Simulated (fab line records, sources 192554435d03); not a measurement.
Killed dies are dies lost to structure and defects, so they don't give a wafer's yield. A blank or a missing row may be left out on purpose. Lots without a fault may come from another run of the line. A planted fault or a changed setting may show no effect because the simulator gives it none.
A struck lot beside a sound one | flow n5_finfet | 26 steps out of a route of 1938
Sound: wafers L494.1, L494.2, L494.4. Struck: wafers L495.1, L495.5, L495.6. The cause comes at the end.
At each step with rows: each side's tool, then ch and its chambers, then its first start. Under that, the readings that differ: sound wafers | struck wafers | difference of the means | sigmas: that difference in standard deviations of wafers without a fault.
alike: readings whose means differ by less than 2 such deviations, and words and numbers that are the same on both sides. not compared: withheld readings, readings that some wafer has no value for, bounds like >300 that may hide the same value, and numbers for which the record gives no deviation and whose values overlap.
The two part at a step that has a row with sigmas, a row that says differs or no value, or rows on one side only. Numbers that don't overlap but have no deviation are shown without sigmas and don't part them. A reading that every wafer of one side lacks parts them only if that side has two wafers or more.

first, 10 steps without rows for these wafers: N5_BEOL_M3_DESCUM_16 (chemistry O2, time 7 s); N5_BEOL_M3_ETCH_74 (etches underlayer in N2/H2, target depth 6.5 nm, time 5.2 s); N5_BEOL_M3_ETCH_63 (etches SiARC in CF4, target depth 15.6 nm, time 26 s); N5_BEOL_M3_ETCH_64 (etches SOC in N2/H2, target depth 75 nm, overetch 15 nm, time 112.5 s); N5_BEOL_M3_STRIP_65 (strips in N2/H2); N5_BEOL_M3_STRIP_75 (strips in N2/H2); N5_BEOL_M3_STRIP_66 (strips in CF4); N5_BEOL_M3_HM_OPEN_17 (chemistry Cl2/BCl3, target TiN, target depth 20 nm, overetch 6 nm); N5_BEOL_M3_STRIP_19 (strips in O2); N5_BEOL_M3_COAT_67 (time 60 s, resist thk 60 nm).
N5_BEOL_M3_COAT_68: time 60 s, resist thk 12 nm.
  sound on litho_track-05 ch 0, day 7 08:53; struck on litho_track-05 ch 0, day 7 20:31
  reading                                    | sound                | struck               | difference | sigmas
  spin_speed_rpm (rpm)                       | 1501.9 1500.1 1501.7 | 1821.0 1819.8 1820.3 | +319.1     | +99 or more
  model.SiARC_of_BEOL_M3_COAT_68.thk_nm (nm) | 12 12 12             | 10.8 10.8 10.8       | -1.2       |
  alike: heater_power_total_W
then, 9 steps without rows for these wafers: N5_BEOL_M3_COAT_76 (time 60 s, resist thk 5 nm); N5_BEOL_M3_COAT_22 (resist thk 30 nm); N5_BEOL_M3_EBR_24; N5_BEOL_M3_SOFTBAKE_23 (time 60 s); N5_BEOL_M3_EXPOSE_25 (exposes mask V2, defocus 5 nm); N5_BEOL_M3_PEB_26 (peb time 60 s); N5_BEOL_M3_DEVELOP_27 (develop time 30 s); N5_BEOL_M3_DESCUM_33 (chemistry O2, time 7 s); N5_BEOL_M3_ETCH_77 (etches underlayer in N2/H2, target depth 6.5 nm, time 5.2 s).
N5_BEOL_M3_ETCH_69: etches SiARC in CF4, target depth 15.6 nm, time 26 s.
  sound on rie_diel-06 ch 1,2,3, day 7 09:28; struck on rie_diel-06 ch 0,2,3, day 7 21:05
  reading                  | sound          | struck            | difference | sigmas
  etch_rf_on_time_s (s)    | 27.9 24.6 26.6 | 22.8 24.2 25.6    | -2.2       | -2
  model.etch.depth_nm (nm) | 12.02 12 12.05 | 10.82 10.86 10.85 | -1.18      |
  alike: bias_w, drypump_motor_current_A, oes_product_au, rf_vpp_V, showerhead_plenum_p_Torr, throttle_valve_pct
  not compared: rf_hours_counter_h
then, 2 steps without rows for these wafers: N5_BEOL_M3_ALD_98 (deposits SiO2, target thk 2.5 nm, pulse time 1 s, co reactant pulse time 1 s); N5_BEOL_M3_ETCHBACK_99 (etches SiO2 in CHF3, target depth 5 nm, time 10.4 s).
N5_BEOL_M3_ETCH_70: etches SOC in N2/H2, target depth 80 nm, overetch 16 nm, time 120 s.
  sound on rie_diel-06 ch 0,2,3, day 7 10:12; struck on rie_diel-02 ch 0,3, day 7 21:28
  reading                                    | sound       | struck      | difference | sigmas
  model.SiARC_of_BEOL_M3_COAT_68.thk_nm (nm) | 6.6 6.2 6.6 | 5.4 5.4 5.4 | -1.1       |
  alike: bias_w, drypump_motor_current_A, oes_product_au, rf_vpp_V, showerhead_plenum_p_Torr, temp_c, throttle_valve_pct
  not compared: rf_hours_counter_h
then, 1 step without rows for these wafers: N5_BEOL_M3_STRIP_71 (strips in N2/H2).
N5_BEOL_M4_RC_MEAS_101:
  sound on prober-01 ch 0, day 8 08:12; struck on prober-02 ch 0, day 8 23:52
  reading       | sound          | struck         | difference | sigmas
  ION_P (uA/um) | 460 471 482    | 455 446 453    | -20        | -2
  VT_P (mV)     | -245 -250 -245 | -256 -259 -258 | -11        | -3
  alike: DIBL_N, DIBL_P, IOFF_N, IOFF_P, ION_N, SS_N, SS_P, VT_N

WHERE THEY PART
First at N5_BEOL_M3_COAT_68; last, within this record, at N5_BEOL_M4_RC_MEAS_101.

WHY: what the simulator had put in
Process parameter drift: litho_track-05, from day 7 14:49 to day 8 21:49, at N5_BEOL_M3_COAT_68. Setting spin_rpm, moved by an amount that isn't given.
